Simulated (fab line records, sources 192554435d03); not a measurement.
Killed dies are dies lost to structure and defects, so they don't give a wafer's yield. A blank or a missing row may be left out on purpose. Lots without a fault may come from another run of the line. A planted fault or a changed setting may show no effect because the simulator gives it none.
Which tool did it? | flow n5_finfet | 12 lots, 36 wafers sampled, at 1 step of a route of 1938

WHAT THE GAUGES READ, wafer by wafer
N5_BEOL_M2_OVL_MEAS_29.
lot  | measured     | on         | V1_OVL (nm)
L074 | day 6 22:07  | overlay-01 | 0.0 -0.6 0.2
L077 | day 7 09:01  | overlay-01 | -0.2 0.5 0.6
L078 | day 7 23:32  | overlay-02 | 0.2 2.2 0.9
L081 | day 8 12:16  | overlay-02 | 1.4 0.5 0.6
L083 | day 8 22:56  | overlay-02 | 0.0 0.0 0.5
L087 | day 10 02:01 | overlay-01 | 0.4 0.4 1.0
L086 | day 10 10:19 | overlay-01 | 0.6 0.5 1.6
L089 | day 10 21:00 | overlay-02 | -0.7 1.5 1.1
L090 | day 11 00:38 | overlay-02 | 0.6 0.4 1.2
L093 | day 11 08:31 | overlay-01 | 1.4 0.2 1.3
L095 | day 11 22:23 | overlay-02 | -0.3 0.7 0.5
L097 | day 12 17:07 | overlay-01 | 0.5 0.2 1.0

WHICH TOOL RAN EACH LOT (tool, then ch and the chambers of the sampled wafers, then the start)
The record holds no process step before these readings.

THE ANSWER, worked out from the rows above alone
Rule: what is usual is taken from the lots themselves. Put in order of their means at a reading, lots are off if they are a third of the lots or fewer, leave a main group of 4 or more, and stand apart from it by a gap of 3 or more times the standard deviation of the main group's means; of several such gaps the widest counts. A main group whose means are all the same, to the digits that the tables above print for the reading, isn't used. A lot without any number at a reading at which 4 lots or more have one is off too. The other lots that the step has rows for count as sound.
No lot is off at any reading shown: from this, nothing can be told.

WHAT THE SIMULATOR HAD PUT IN
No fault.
